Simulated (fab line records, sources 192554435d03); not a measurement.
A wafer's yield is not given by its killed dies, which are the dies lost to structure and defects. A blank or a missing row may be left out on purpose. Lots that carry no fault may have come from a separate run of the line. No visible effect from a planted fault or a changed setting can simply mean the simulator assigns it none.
fab line records | flow n5-finfet
[record] lots = 5 | wafers = 15 | last-day = 18
route steps=1938 shown BEOL_M2@882 PASSIVATION@1936
lots with no fault: from the same line, run without faults
start-h: the number of hours between the record's first day and the start of the first shown wafer of the lot | wait-h: time in hours since the lot's previous step | " unchanged from the row above | L1.1+2: a row that stands for several wafers | - no value, or no start given | * or withheld: withheld | < > ~ a bound
route shown NAME@n: NAME is a module with steps in the file, n the number in the route of the first one | usual: the fault-free wafers' mean and standard deviation | same: alike in all rows | chamber/n: place in a boat | sites: each site's reading | _std_site: standard deviation of those values | _edge_site: outer sites' mean less inner sites' | radius-mm: how far each site lies from the wafer's centre | mask NAME#n: copy n | behind: the tool/chamber that last shaped the wafer | hold: cause of the lot's hold/its duration in hours/its outcome | device: transistor that didn't switch, given as n, p or np | end of line: the same wafers' tests at the end of the route | a step given without rows: its recipe and nothing more | killed: dies that structure and defects cost at the first sort, which is not the same as the wafer's yield | map: dies across one wafer; x = killed, . = not, _ = none there
set.NAME: the run value of the setting; set.NAME@STEP: its run value at that earlier step | model.NAME: the simulator's own value behind a step, which no gauge read
certain route steps with their lots: each step a table, each wafer a row
services: from which hour (start-h, from the record's first day; less than 0 if before it) a tool's chamber was out of use, for how many hours, and why
[[steps]]
[step N5_BEOL_M2_ALD_98]
[recipe] material = SiO2 | target-thk-a = 25 | temp-c = 100 | ald-precursor-family = BDEAS | ald-co-reactant = O2-plasma | pulse-time-s = 1 | co-reactant-pulse-time-s = 1 | purge-time-s = 2 | co-reactant-purge-time-s = 2 | ald-cycles = 17 | pressure-torr = 2
[step N5_BEOL_M2_ETCHBACK_99]
[recipe] chemistry = CHF3 | target = SiO2 | target-depth-a = 50 | time-s = 10.4 | source-w = 215 | bias-w = 47 | Ar_flow_sccm = 200 | CHF3_flow_sccm = 12 | ion-energy-ev = 100 | pressure-mtorr = 30
[step N5_BEOL_M2_ETCH_70]
[recipe] chemistry = N2/H2 | target = SOC | target-depth-a = 800 | overetch-a = 240 | mask-material = SiARC | temp-c = 40 | time-s = 130 | ion-energy-ev = 200 | pressure-mtorr = 30 | source-w = 840 | bias-w = 150 | n2-flow-sccm = 200 | h2-flow-sccm = 200
[step N5_BEOL_M2_STRIP_71]
[recipe] chemistry = N2/H2 | temp-c = 40 | n2-flow-sccm = 200 | h2-flow-sccm = 200 | rf-frequency-hz = 6e+07
[step N5_BEOL_M2_STRIP_78]
[recipe] chemistry = N2/H2 | temp-c = 40 | n2-flow-sccm = 200 | h2-flow-sccm = 200 | rf-frequency-hz = 6e+07
[step N5_BEOL_M2_VIA_ETCH_34]
[recipe] chemistry = C4F6/O2 | target-depth-a = 694 | mask-material = SOC | pressure-mtorr = 15 | ion-energy-ev = 250 | taper-deg = 4 | time-s = 65.9 | source-w = 350 | bias-w = 170 | Ar_flow_sccm = 300 | C4F6_flow_sccm = 10 | O2_flow_sccm = 10
[step N5_BEOL_M2_STRIP_83]
[recipe] chemistry = C4F6/O2 | resist = SiARC | rf-frequency-hz = 6e+07
[step N5_BEOL_M2_STRIP_36]
[recipe] chemistry = N2/H2 | power-w = 450 | temp-c = 40 | pressure-mtorr = 20 | rf-frequency-hz = 6e+07 | overash-fraction = 0.3 | bias-power-w = 7 | h2-frac = 0.5 | n2-flow-sccm = 200 | h2-flow-sccm = 200
[step N5_BEOL_M2_TRENCH_ETCH_37]
[recipe] chemistry = C4F6/O2 | target-depth-a = 555.55 | target = SiOC | time-s = 29.2 | ion-energy-ev = 250 | pressure-mtorr = 30 | source-w = 355 | bias-w = 185 | Ar_flow_sccm = 300 | C4F6_flow_sccm = 10 | O2_flow_sccm = 10
[step N5_BEOL_M2_ETCH_41]
[recipe] chemistry = CH3F/O2 | target = SiCN | target-depth-a = 299 | taper-deg = 2 | time-s = 52.5 | ion-energy-ev = 120 | mask-material = TiN | pressure-mtorr = 30 | source-w = 395 | bias-w = 75 | Ar_flow_sccm = 150 | CH3F_flow_sccm = 30 | O2_flow_sccm = 20
[step N5_BEOL_M2_STRIP_97]
[recipe] chemistry = N2/H2 | time-s = 10 | power-w = 450 | temp-c = 40 | pressure-mtorr = 20 | rf-frequency-hz = 6e+07 | bias-power-w = 7 | n2-flow-sccm = 200 | h2-flow-sccm = 200
[step N5_BEOL_M2_OCD_MEAS_38]
[usual] trench-depth-nm = 55.5/0.82
lot.wafer | tool   | chamber | start-h | wait-h | trench-depth-nm
L847.2    | ocd-01 | -       | 141.64  | -      | 55.7
L847.3    | "      | -       | "       | "      | 55.1
L847.6    | "      | -       | "       | "      | 55.1
L858.1    | ocd-02 | -       | 214.80  | -      | 56.6
L858.3    | "      | -       | "       | "      | 55.6
L858.4    | "      | -       | "       | "      | 56.3
L859.2    | ocd-02 | -       | 221.73  | -      | 55.0
L859.5    | "      | -       | "       | "      | 55.6
L859.6    | "      | -       | "       | "      | 55.3
L862.2    | ocd-02 | -       | 252.24  | -      | 56.5
L862.3    | "      | -       | "       | "      | 55.4
L862.5    | "      | -       | "       | "      | 55.9
L870.1    | ocd-02 | -       | 293.54  | -      | 55.6
L870.3    | "      | -       | "       | "      | 55.1
L870.5    | "      | -       | "       | "      | 56.2
[step N5_BEOL_M2_HM_STRIP_39]
[recipe] chemistry = peroxide-tin-strip | material = TiN | target-depth-a = 250 | temp-c = 50 | time-s = 158
lot.wafer  | tool         | chamber | start-h | wait-h
L847.2+3+6 | wet-bench-01 | 5,6,1   | 141.67  | 0.0
L858.1+3+4 | wet-bench-01 | 3,2,0   | 214.83  | 0.0
L859.2+5+6 | wet-bench-03 | 0,1,7   | 221.76  | 0.0
L862.2+3+5 | wet-bench-06 | 7,4,2   | 252.27  | 0.0
L870.1+3+5 | wet-bench-06 | 5,4,6   | 293.57  | 0.0
[step N5_BEOL_M2_SRD_40]
[recipe] time-s = 30 | temp-c = 23 | rinse-liquid = diw | dry = ipa-marangoni
[step N5_BEOL_M2_PRECLEAN_42]
[recipe] chemistry = residue-remover | time-s = 60 | temp-c = 40
[step N5_BEOL_M2_SRD_43]
[recipe] time-s = 30 | temp-c = 23 | rinse-liquid = diw | dry = ipa-marangoni
[step N5_BEOL_M2_CD_MEAS_35]
[recipe] target-cd-nm = 18 | target-cd-y-nm = 22.2 | polarity = opening
[usual] cd-nm = 18.02/0.29
lot.wafer | tool      | chamber | start-h | wait-h | cd-nm
L847.2    | cd-sem-01 | -       | 141.79  | 0.0    | 18.29
L847.3    | "         | -       | "       | "      | 18.14
L847.6    | "         | -       | "       | "      | 18.31
L858.1    | cd-sem-01 | -       | 214.95  | 0.0    | 18.25
L858.3    | "         | -       | "       | "      | 18.10
L858.4    | "         | -       | "       | "      | 18.20
L859.2    | cd-sem-01 | -       | 221.88  | 0.0    | 18.58
L859.5    | "         | -       | "       | "      | 18.25
L859.6    | "         | -       | "       | "      | 17.74
L862.2    | cd-sem-01 | -       | 252.39  | 0.0    | 18.09
L862.3    | "         | -       | "       | "      | 18.28
L862.5    | "         | -       | "       | "      | 18.45
L870.1    | cd-sem-03 | -       | 293.69  | 0.0    | 17.98
L870.3    | "         | -       | "       | "      | 18.28
L870.5    | "         | -       | "       | "      | 18.07
[step N5_BEOL_M2_DEGAS_44]
[recipe] ambient = vacuum | temp-c = 250 | time-s = 60
[step N5_BEOL_M2_PRE_CLEAN_45]
[recipe] gas = H2/He | time-s = 30 | temp-c = 250
[step N5_BEOL_M2_ALD_84]
[recipe] material = TaN | target-thk-a = * | temp-c = 275 | ald-precursor-family = PDMAT | ald-co-reactant = NH3 | pressure-torr = 3 | carrier-flow-sccm = 1500 | pulse-time-s = 2 | purge-time-s = 3 | co-reactant-purge-time-s = 2 | co-reactant-pulse-time-s = 3 | ald-cycles = 30 | precursor-vessel-temp-c = 75 | precursor-vessel-pressure-torr = 26.25 | precursor-vessel-carrier-sccm = 1000
[step N5_BEOL_M2_SURFACE_TREAT_85]
[recipe] gas = Ar | time-s = * | ion-energy-ev = * | ion-current-ma-cm2 = 0.5 | pressure-mtorr = * | ar-flow-sccm = 30
[usual] throttle-valve-pct = *
lot.wafer | tool           | chamber | start-h | wait-h | throttle-valve-pct
L847.2    | pvd-sputter-02 | -       | 142.41  | 0.2    | *
L847.3    | "              | -       | "       | "      | *
L847.6    | "              | -       | "       | "      | *
L858.1    | pvd-sputter-03 | -       | 216.07  | 0.4    | *
L858.3    | "              | -       | "       | "      | *
L858.4    | "              | -       | "       | "      | *
L859.2    | pvd-sputter-03 | -       | 222.47  | 0.2    | *
L859.5    | "              | -       | "       | "      | *
L859.6    | "              | -       | "       | "      | *
L862.2    | pvd-sputter-03 | -       | 253.58  | 0.1    | *
L862.3    | "              | -       | "       | "      | *
L862.5    | "              | -       | "       | "      | *
L870.1    | pvd-sputter-01 | -       | 295.04  | 0.4    | *
L870.3    | "              | -       | "       | "      | *
L870.5    | "              | -       | "       | "      | *
[step N5_BEOL_M2_CVD_47]
[recipe] material = Co | target-thk-a = 30 | temp-c = withheld | precursor = CCTBA/H2 | pressure-torr = 30 | time-s = 223.8
[step N5_BEOL_M2_SPUTTER_48]
[recipe] material = Cu | target-thk-a = 45 | temp-c = -20 | chamber-pressure-pa = 0.07 | power-w = withheld | time-s = 8.29
[step N5_BEOL_M2_ANNEAL_49]
[recipe] temp-c = 400 | time-s = 240 | ambient = vacuum
[step N5_BEOL_M2_SPUTTER_79]
[recipe] material = Cu | target-thk-a = 45 | temp-c = -20 | chamber-pressure-pa = 0.07 | power-w = withheld | time-s = 8.29
[step N5_BEOL_M2_ANNEAL_80]
[recipe] temp-c = 400 | time-s = 240 | ambient = vacuum
[step N5_BEOL_M2_SPUTTER_81]
[recipe] material = Cu | target-thk-a = 45 | temp-c = -20 | chamber-pressure-pa = 0.07 | power-w = withheld | time-s = 8.29
[step N5_BEOL_M2_ANNEAL_82]
[recipe] temp-c = 400 | time-s = 240 | ambient = vacuum
[step N5_BEOL_M2_SPUTTER_86]
[recipe] material = Cu | target-thk-a = 45 | temp-c = -20 | chamber-pressure-pa = 0.07 | power-w = withheld | time-s = 8.29
[step N5_BEOL_M2_ANNEAL_87]
[recipe] temp-c = 400 | time-s = 240 | ambient = vacuum
[usual] heater-power-w = 786/69
lot.wafer | tool           | chamber | start-h | wait-h | heater-power-w
L847.2    | pvd-sputter-02 | -       | 143.51  | 0.0    | 766
L847.3    | "              | -       | "       | "      | 829
L847.6    | "              | -       | "       | "      | 797
L858.1    | pvd-sputter-03 | -       | 217.17  | 0.0    | 859
L858.3    | "              | -       | "       | "      | 836
L858.4    | "              | -       | "       | "      | 804
L859.2    | pvd-sputter-03 | -       | 223.43  | 0.0    | 857
L859.5    | "              | -       | "       | "      | 807
L859.6    | "              | -       | "       | "      | 730
L862.2    | pvd-sputter-03 | -       | 254.54  | 0.0    | 844
L862.3    | "              | -       | "       | "      | 844
L862.5    | "              | -       | "       | "      | 794
L870.1    | pvd-sputter-03 | -       | 296.13  | 0.0    | 834
L870.3    | "              | -       | "       | "      | 852
L870.5    | "              | -       | "       | "      | 837
[step N5_BEOL_M2_SPUTTER_88]
[recipe] material = Cu | target-thk-a = 45 | temp-c = -20 | chamber-pressure-pa = 0.07 | power-w = withheld | time-s = 8.29
[step N5_BEOL_M2_ANNEAL_89]
[recipe] temp-c = 400 | time-s = 240 | ambient = vacuum
[step N5_BEOL_M2_SPUTTER_90]
[recipe] material = Cu | target-thk-a = 45 | temp-c = -20 | chamber-pressure-pa = 0.07 | power-w = withheld | time-s = 8.29
[usual] throttle-valve-pct = 29.5/0.75
lot.wafer | tool           | chamber | start-h | wait-h | throttle-valve-pct
L847.2    | pvd-sputter-02 | -       | 143.87  | 0.1    | 30.4
L847.3    | "              | -       | "       | "      | 27.8
L847.6    | "              | -       | "       | "      | 29.8
L858.1    | pvd-sputter-03 | -       | 217.58  | 0.1    | 29.9
L858.3    | "              | -       | "       | "      | 28.6
L858.4    | "              | -       | "       | "      | 30.4
L859.2    | pvd-sputter-03 | -       | 223.79  | 0.1    | 29.6
L859.5    | "              | -       | "       | "      | 30.2
L859.6    | "              | -       | "       | "      | 29.2
L862.2    | pvd-sputter-03 | -       | 254.90  | 0.1    | 29.8
L862.3    | "              | -       | "       | "      | 28.6
L862.5    | "              | -       | "       | "      | 30.2
L870.1    | pvd-sputter-03 | -       | 296.49  | 0.1    | 28.8
L870.3    | "              | -       | "       | "      | 29.7
L870.5    | "              | -       | "       | "      | 28.6
[step N5_BEOL_M2_ANNEAL_91]
[recipe] temp-c = 400 | time-s = 240 | ambient = vacuum
[step N5_BEOL_M2_SPUTTER_92]
[recipe] material = Cu | target-thk-a = 45 | temp-c = -20 | chamber-pressure-pa = 0.07 | power-w = withheld | time-s = 8.29
[step N5_BEOL_M2_ANNEAL_93]
[recipe] temp-c = 400 | time-s = 240 | ambient = vacuum
[usual] heater-power-w = 783/68
lot.wafer | tool           | chamber | start-h | wait-h | heater-power-w
L847.2    | pvd-sputter-02 | -       | 144.17  | 0.0    | 775
L847.3    | "              | -       | "       | "      | 865
L847.6    | "              | -       | "       | "      | 793
L858.1    | pvd-sputter-03 | -       | 217.92  | 0.0    | 856
L858.3    | "              | -       | "       | "      | 831
L858.4    | "              | -       | "       | "      | 793
L859.2    | pvd-sputter-03 | -       | 224.09  | 0.0    | 851
L859.5    | "              | -       | "       | "      | 765
L859.6    | "              | -       | "       | "      | 722
L862.2    | pvd-sputter-03 | -       | 255.20  | 0.0    | 844
L862.3    | "              | -       | "       | "      | 832
L862.5    | "              | -       | "       | "      | 788
L870.1    | pvd-sputter-03 | -       | 296.79  | 0.0    | 830
L870.3    | "              | -       | "       | "      | 865
L870.5    | "              | -       | "       | "      | 837
[step N5_BEOL_M2_SPUTTER_94]
[recipe] material = Cu | target-thk-a = 45 | temp-c = -20 | chamber-pressure-pa = 0.07 | power-w = withheld | time-s = 8.29
[usual] throttle-valve-pct = 29.5/0.73
lot.wafer | tool           | chamber | start-h | wait-h | throttle-valve-pct
L847.2    | pvd-sputter-02 | -       | 144.31  | 0.1    | 30.3
L847.3    | "              | -       | "       | "      | 28.1
L847.6    | "              | -       | "       | "      | 29.8
L858.1    | pvd-sputter-03 | -       | 218.07  | 0.1    | 29.7
L858.3    | "              | -       | "       | "      | 28.9
L858.4    | "              | -       | "       | "      | 30.3
L859.2    | pvd-sputter-03 | -       | 224.23  | 0.1    | 29.6
L859.5    | "              | -       | "       | "      | 30.1
L859.6    | "              | -       | "       | "      | 29.2
L862.2    | pvd-sputter-03 | -       | 255.34  | 0.1    | 29.8
L862.3    | "              | -       | "       | "      | 28.8
L862.5    | "              | -       | "       | "      | 30.4
L870.1    | pvd-sputter-03 | -       | 296.93  | 0.1    | 28.6
L870.3    | "              | -       | "       | "      | 29.8
L870.5    | "              | -       | "       | "      | 28.4
[step N5_BEOL_M2_ANNEAL_95]
[recipe] temp-c = 400 | time-s = 240 | ambient = vacuum
[step N5_BEOL_M2_SPUTTER_96]
[recipe] material = Cu | target-thk-a = 45 | temp-c = -20 | chamber-pressure-pa = 0.07 | power-w = withheld | time-s = 8.29
[step N5_BEOL_M2_ECD_50]
[recipe] material = Cu | target-thk-a = 3000
[step N5_BEOL_M2_ANNEAL_51]
[recipe] temp-c = 225 | time-s = 90 | ambient = N2
[step N5_BEOL_M2_CMP_52]
[recipe] stop-on = SiOC | t-overpolish-s = 6.8 | down-force-psi = 1 | platen-rpm = 50 | clearing-platen-down-force-psi = 1.5 | clearing-platen-rpm = 50 | post-cmp-clean = cu-alkaline | target-thk-nm = 40 | clearing-platen-pad-velocity-m-s = 0.99484 | pad-velocity-m-s = 0.99484
[step N5_PASSIVATION_PROBE_49]
[usual] defect-limited-yield = 91.1/1.4 | killed_at_M0_to_M3 = 33/10 | killed_at_M4_up = 15/5.8 | killed-at-contacts = 13/5.9 | killed-at-front-end = 39/11 | killed-at-other = 4/3.6 | killed-dies = 105/16 | killed-open = 68/11 | killed-short = 34/7.8 | sort_bin_5_function = 5.2/0.88 | sort_bin_6_memory = 3.3/0.61 | sort-n-pass = 1075/16 | sort-yield-pct = 91.1/1.4
[same] gross-dies = 1180 | killed-at-back-side = 0 | sort_bin_4_leakage[%] = 0 | sort_bin_8_speed[%] = 0
lot.wafer | tool      | chamber | start-h | wait-h | defect-limited-yield[%] | killed_at_M0_to_M3 | killed_at_M4_up | killed-at-contacts | killed-at-front-end | killed-at-other | killed-dies | killed-open | killed-short | sort_bin_5_function[%] | sort_bin_6_memory[%] | sort-n-pass | sort-yield-pct[%]
L858.1    | prober-02 | -       | 369.43  | 0.0    | 78.4                    | 186                | 14              | 15                 | 40                  | 0               | 255         | 67          | 25           | 13.3                   | 4.4                  | 925         | 78.4
// killed by level:class
L858.1 BEOL_M2:unspecified=160 FIN_SAQP:geometric-particle:open=12 MOL_CONTACT_COAG:geometric-particle:open=12 ILD0:geometric-particle:short=9 BEOL_M0_SAQP:geometric-particle:open=8 STI_FIN_REVEAL:geometric-particle:open=8 BEOL_M4:geometric-particle:open=6 BEOL_M0_SAQP:geometric-particle:short=5
// map L858.1 (x killed, . not)
_________________.x.......x..________________
______________.......x.....x...._____________
___________....x...................__________
__________..........x.........xxx..._________
________xx.................x.........._______
_______.x...x.x.....x....x.............______
______......................x..........._____
_____....xxxxx.x......x.................x____
____.....xxxxxxx............x...........x.___
___..xxx.xxxxxxxxx............x...x........__
___.xxxxxxxxxxxxx........x................x__
__..xxxxxxxxxxxxxxx........................._
__.xxxxxxxxxxxxxxxx..x.......x........x.x..._
_...xxxxxxxxxxxxxxxx..........x.......x...x..
_..xxxxxxxxxxxxxxxxx..x......................
_..xxxxxxxxxxxxxxxxxx........................
_.xx.xxxxxxxxxxxxxx...x.x.x................x.
_.x.x.xxxxxxxxxxx............................
_...x.xx.xxxxxxxx...x.....x....x.............
_..xxx.x.xx.x.x.x.................x..........
_..........x..x.x.....x.....x.....x.x........
__......x...............x.....x.......x.x..._
__..x.......x.x............x.......x........_
___......x...x....x.........x.......x......__
___..........................x.........x...__
____.....x............x.............x.....___
_____x.....x.........x...................____
______..x........x......................_____
_______...........................x....______
________.............................._______
__________............x......x..x..._________
___________..............x.......x.__________
______________.......x..x.x....._____________
_________________....x.x..x..________________
// map L847.3 (x killed, . not)
_________________.........x..________________
______________....x............._____________
___________.x........x.............__________
__________....x....................._________
________.......x..............x....x.._______
_______..........................x...x.______
______.x................x........x.x...._____
_____........x..................x.x....x.____
____.x......................x....x...x..xx___
___...........x..x.........................__
___x.........xxxx.............x............__
__...........xx..........x................x._
__.......x......x.............x.......x....._
_.x............x....................x.......x
_........................xx.x....x......x....
_.............x....x.x........x......x.......
_...x........................x.........x.....
_.x...x......................................
_........x.x......x....................x.....
_................x..................x.x......
_..x..........................x...x.......x..
__.....................x........x..........._
__.x..........x................xxx......x..._
___........x.............................x.__
___...............x.x........x..x..........__
____...........x.............x............___
_____xx.................x.........x......____
______x.......x..x.............x......x._____
_______....................x.......x...______
________..x.........x...........x....._______
__________..x......x..x............._________
___________.................x......__________
______________....x.x..........._____________
_________________.x........x.________________
[[services]]
tool           | chamber | start-h | hours | kind
wet-bench-01   | -       | 135.36  | 0.6   | repair
pvd-sputter-03 | -       | 161.93  | 6.6   | repair
pvd-sputter-02 | -       | 185.64  | 12.6  | repair
wet-bench-01   | -       | 218.12  | 3.4   | repair
wet-bench-06   | -       | 274.45  | 1.9   | pm
[[key]]
[first-sign] step = N5_PASSIVATION_PROBE_49 | reading = killed_at_M0_to_M3 | direction = up | sigmas = 15 | usual = 33 | struck = 186
[effect] step = N5_PASSIVATION_PROBE_49 | reading = defect-limited-yield | direction = down | sigmas = 9.4 | usual = 91.1 | struck = 78.4
[more-kills-born-at] N5_BEOL_M2_HM_STRIP_39@wet-bench-01 = 160
met-at N5_BEOL_M2_HM_STRIP_39
struck-wafers L858.1
[fault] kind = chamber-particle-source | tool = wet-bench-01 | chamber = 3 | onset-h = 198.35 | steps = N5_BEOL_M2_HM_STRIP_39 | rate-per-visit-cm2 = 2.0232 | end-h = 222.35
